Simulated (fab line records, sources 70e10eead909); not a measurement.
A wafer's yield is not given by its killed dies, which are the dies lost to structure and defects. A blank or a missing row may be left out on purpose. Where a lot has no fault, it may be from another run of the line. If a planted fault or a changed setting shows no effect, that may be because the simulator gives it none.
Comparing a struck lot with a sound one    flow nand-harc    15 steps out of a route of 1302
Sound: wafers L256.1, L256.3, L256.4. Struck: wafer L269.6. (L269.2 of the same lot was not struck and is left out.) The cause comes at the end.
Order at every step that has rows: each side's tool, ch and its chambers, its first start. Under that, the readings that differ: sound wafers    struck wafers    difference of the means    sigmas: that difference in standard deviations of wafers without a fault.
alike: readings with means less than 2 such deviations apart, plus words and numbers identical on both sides. not compared: withheld readings, readings lacking a value on some wafer, bounds such as >300 that could conceal the same value, and numbers that have no deviation in the record and whose values overlap.
Wherever a step has rows on one side only, a row that says differs or no value, or a row with sigmas, the two part there. Numbers that don't overlap but have no deviation are shown without sigmas and don't part them. Lack of a reading on every wafer of one side parts them only where that side has two or more wafers.

first, 2 steps without rows for these wafers: NHARC_A_CHANNEL_HOLE_D1_STRIP_43 (strips in O2/COS); NHARC_A_CHANNEL_HOLE_D1_ETCH_44 (etches the open film in CF4/O2, target depth 140 nm, overetch 14 nm, time 77 s).
NHARC_A_CHANNEL_HOLE_D1_STRIP_27: strips in O2.
  sound on rie-diel-09 ch 0,1,3; struck on rie-diel-07 ch 0
  alike: drypump-motor-current-A, oes-product-au, rf-vpp-V, showerhead-plenum-p-Torr, throttle-valve-pct
  not compared: rf-hours-counter-h
then, 2 steps without rows for these wafers: NHARC_A_CHANNEL_HOLE_D1_PRECLEAN_28 (cleans in SC1); NHARC_A_CHANNEL_HOLE_D1_SRD_29.
NHARC_A_CHANNEL_HOLE_D1_CD_MEAS_30:
  sound: cd-sem-01 at day 12 04:07; struck: cd-sem-01 at day 17 08:46
  alike: cd-nm
NHARC_A_CHANNEL_HOLE_D1_XSEM_31:
  sound on xsem-02 ch 0, day 12 04:13; struck on xsem-02 ch 0, day 17 08:52
reading             sound              struck  difference  sigmas
tilt-deg (degrees)  -0.03 -0.03 -0.03  0.10    +0.13       +3
  alike: bot-cd-nm, bow-nm
NHARC_A_CHANNEL_HOLE_D1_INSPECT_40:
  sound: defect-inspect-02 at day 12 04:19; struck: defect-inspect-01 at day 17 08:58
  alike: raw-defect-count
then, 2 steps without rows for these wafers: NHARC_A_CHANNEL_FILL_D1_PRECLEAN_00 (cleans in SC1); NHARC_A_CHANNEL_FILL_D1_SRD_01.
NHARC_A_CHANNEL_FILL_D1_ALD_02: deposits SiO2, target thk 6 nm, pulse time 10 s, ald cycles 60.
  sound on ald-hk-01 ch 0,2,3, day 12 04:35; struck on ald-hk-01 ch 2, day 17 09:53
  alike: heater-power-outer-w, heater-power-w, precursor-pulse-height-rel
  not compared: ald-cycles
NHARC_A_CHANNEL_FILL_D1_ALD_03: deposits SiNx, target thk 6 nm, pulse time 60 s, ald cycles 58.
  sound on ald-sin-batch-01 ch 0; struck on ald-sin-batch-01 ch 0
  alike: precursor-pulse-height-rel
  not compared: ald-cycles
NHARC_A_CHANNEL_FILL_D1_ALD_14: deposits SiO2, target thk 2.5 nm, pulse time 10 s, ald cycles 25.
  sound on ald-hk-03 ch 1,2,3, day 12 11:49; struck on ald-hk-04 ch 0, day 17 16:40
reading     sound     struck  difference  sigmas
ald-cycles  25 25 25  28      +3          
  alike: heater-power-outer-w, heater-power-w, precursor-pulse-height-rel
NHARC_A_CHANNEL_FILL_D1_ALD_15: deposits SiNx, target thk 2 nm, pulse time 60 s, ald cycles 19.
  sound on ald-sin-batch-01 ch 0; struck on ald-sin-batch-01 ch 0
  alike: precursor-pulse-height-rel
  not compared: ald-cycles
-- record jumps: 15 days between struck wafers' starts before vs after; left off in module A_CHANNEL_FILL_D1, resumes in module END, first step shown is number 1302 of the route --
NHARC_END_SORT_01:
  sound on prober-02 ch 0, day 28 06:53; struck on prober-01 ch 0, day 32 21:44
reading          sound     struck  difference  sigmas
killed-at-array  31 30 29  66      +36         +2
killed-open      7 5 5     2       -4          -2
  alike: killed-at-other, killed-at-periphery, killed-dies, killed-short

== WHERE THEY PART ==
At NHARC_A_CHANNEL_HOLE_D1_XSEM_31 first; at NHARC_END_SORT_01 last (within this record only).

WHY: the cause the simulator had injected
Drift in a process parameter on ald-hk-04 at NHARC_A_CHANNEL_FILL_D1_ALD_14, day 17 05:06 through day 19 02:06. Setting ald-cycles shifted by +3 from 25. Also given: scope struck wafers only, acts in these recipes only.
